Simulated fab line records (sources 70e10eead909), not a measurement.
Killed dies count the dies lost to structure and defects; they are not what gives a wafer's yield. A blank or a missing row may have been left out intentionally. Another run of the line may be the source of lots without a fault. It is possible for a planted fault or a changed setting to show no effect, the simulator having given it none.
Chamber matching / flow nand-harc / NHARC_A_SGD_CUT_ETCHBACK_24 on rie-diel-10: 4 sister chambers
The step etches the open film in CH3F/O2, target depth 50 nm, time 92.857 s. 4 wafers are shown with their chamber, then 8 later ones without.

WAFERS WITH THEIR CHAMBER
wafer=L185.2; chamber=2; showerhead-plenum-p-Torr (Torr)=2.33
wafer=L186.4; chamber=0; showerhead-plenum-p-Torr (Torr)=2.36
wafer=L190.5; chamber=1; showerhead-plenum-p-Torr (Torr)=2.38
wafer=L196.1; chamber=3; showerhead-plenum-p-Torr (Torr)=2.31

WAFERS MISSING THEIR CHAMBER
wafer=L196.4; showerhead-plenum-p-Torr (Torr)=2.38
wafer=L196.6; showerhead-plenum-p-Torr (Torr)=2.31
wafer=L199.3; showerhead-plenum-p-Torr (Torr)=2.36
wafer=L199.4; showerhead-plenum-p-Torr (Torr)=2.33
wafer=L199.5; showerhead-plenum-p-Torr (Torr)=2.30
wafer=L204.3; showerhead-plenum-p-Torr (Torr)=2.37
wafer=L204.5; showerhead-plenum-p-Torr (Torr)=2.33
wafer=L204.6; showerhead-plenum-p-Torr (Torr)=2.37

EACH ONE'S CHAMBER
wafer=L196.4; from the rows above=1; in truth=1
wafer=L196.6; from the rows above=3; in truth=3
wafer=L199.3; from the rows above=0; in truth=0
wafer=L199.4; from the rows above=2; in truth=2
wafer=L199.5; from the rows above=3; in truth=3
wafer=L204.3; from the rows above=can't be placed: 1 or 0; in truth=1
wafer=L204.5; from the rows above=2; in truth=2
wafer=L204.6; from the rows above=can't be placed: 1 or 0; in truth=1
Correctly placed: 6 of 8. Cannot be placed on the basis of these rows: 2; the candidates contain the true chamber in 2. Number placed wrongly: 0.
How it was worked out, from the rows above alone: a wafer's distance from a chamber is the root of the sum, over the readings, of the square of ((its reading less the chamber's mean) divided by the reading's scatter). The wafer belongs to the nearest chamber; if the next one is less than 2 further off, it can't be placed. A chamber's mean is the mean of its shown wafers. The scatter (one wafer shown for each chamber): square how far every hidden wafer sits from the nearest shown wafer, average those squares and take the square root.
